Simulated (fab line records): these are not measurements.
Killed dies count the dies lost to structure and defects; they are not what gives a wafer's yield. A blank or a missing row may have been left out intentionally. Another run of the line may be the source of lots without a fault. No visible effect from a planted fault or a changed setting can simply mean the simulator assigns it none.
Split-lot experiment ; flow n5_finfet ; route with 1938 steps; 7 lots, 21 wafers read

ON THE SPLIT
At N5_BEOL_M14_DEP_53 (deposits SiCN from 3MS/NH3, target thk 50 nm, time 17.8 s), the setting time_s was moved away from the recipe's 17.8 s on 5 of the 21 wafers read, by -14.8% to +5.6%. This setting was run at the recipe's value on the other wafers.

The reading comes from the split's own step.

THE READING
SiCN_of_BEOL_M14_DEP_53.thk_nm (the simulator's own value, which no gauge read), in nm, at N5_BEOL_M14_DEP_53 (deposits SiCN from 3MS/NH3, target thk 50 nm, time 17.8 s). The file does not state a usual value for it. Across the 16 wafers here that went through the recipe, the average is 50.1 nm and the standard deviation 0.86 nm.

wafer;tool, chamber at the split;time_s as run, s;against the recipe;SiCN_of_BEOL_M14_DEP_53.thk_nm, nm;against lot-mates on the recipe
L077.1;pecvd-04, 2;17.8;recipe;50;-
L077.2;pecvd-04, 0;15.16;-14.8%;42.6;-8.0
L077.4;pecvd-04, 2;17.8;recipe;51.2;-
L079.2;pecvd-04, 2;18.74;+5.3%;52.2;+2.6
L079.3;pecvd-04, 1;17.8;recipe;49.4;-
L079.4;pecvd-04, 2;17.8;recipe;49.8;-
L078.2;pecvd-01, 0;17.8;recipe;48.8;-
L078.3;pecvd-01, 0;17.8;recipe;50;-
L078.6;pecvd-01, 0;17.8;recipe;49.2;-
L087.1;pecvd-01, 2;17.8;recipe;51;-
L087.2;pecvd-01, 0;17.8;recipe;49.4;-
L087.6;pecvd-01, 2;17.8;recipe;51.8;-
L090.1;pecvd-01, 0;17.8;recipe;48.8;-
L090.5;pecvd-01, 1;17.8;recipe;49.6;-
L090.6;pecvd-01, 2;17.8;recipe;50.8;-
L092.1;pecvd-02, 0;17.8;recipe;50.4;-
L092.5;pecvd-02, 0;17.8;recipe;51;-
L092.6;pecvd-02, 2;18.79;+5.6%;53.4;+2.7
L095.3;pecvd-01, 1;15.47;-13.1%;44;-5.8
L095.4;pecvd-01, 2;15.47;-13.1%;45.2;-4.6
L095.5;pecvd-01, 0;17.8;recipe;49.8;-

THE FIT
A straight line over all 21 wafers: SiCN_of_BEOL_M14_DEP_53.thk_nm changes by +0.458 nm for each +1% of time_s; r = +0.95; the points scatter about the line by 0.87 nm.
The same after taking each lot's own level away (the mean of its wafers on the recipe; 21 wafers): +0.458 nm for each +1%; r = +0.96; scatter 0.73 nm.
According to that fit, moving time_s by its largest amount changes the reading by 6.8 nm.
From 49.33 to 50.73 nm: that is the span of the lots' own levels, equal to 1.6 times the standard deviation above.
So the lot-to-lot level changes the slope little: the two slopes agree.
Check: for one of the wafers moved furthest among these (-14.8%), held out of the fit, the line's prediction against its lot-mates is -6.06 nm. Against them it came out at -8 nm.

THESE WAFERS: OTHER SPLITS
Note: prior to the reading, these wafers also went through further splits. Each is held against what the fit with the lots' levels taken away leaves over:
other split on the same wafers;wafers away from the commonest value;r with SiCN_of_BEOL_M14_DEP_53.thk_nm (lot level and that fit taken away)
N5_BEOL_M13_EXPOSE_25 dose_mj;10;+0.27
N5_BEOL_M14_SPUTTER_43 power_w;5;-0.29

THE FILE'S OWN FIT
SiCN_of_BEOL_M14_DEP_53.thk_nm changes by +0.479 nm for each +1% of time_s, r = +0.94.
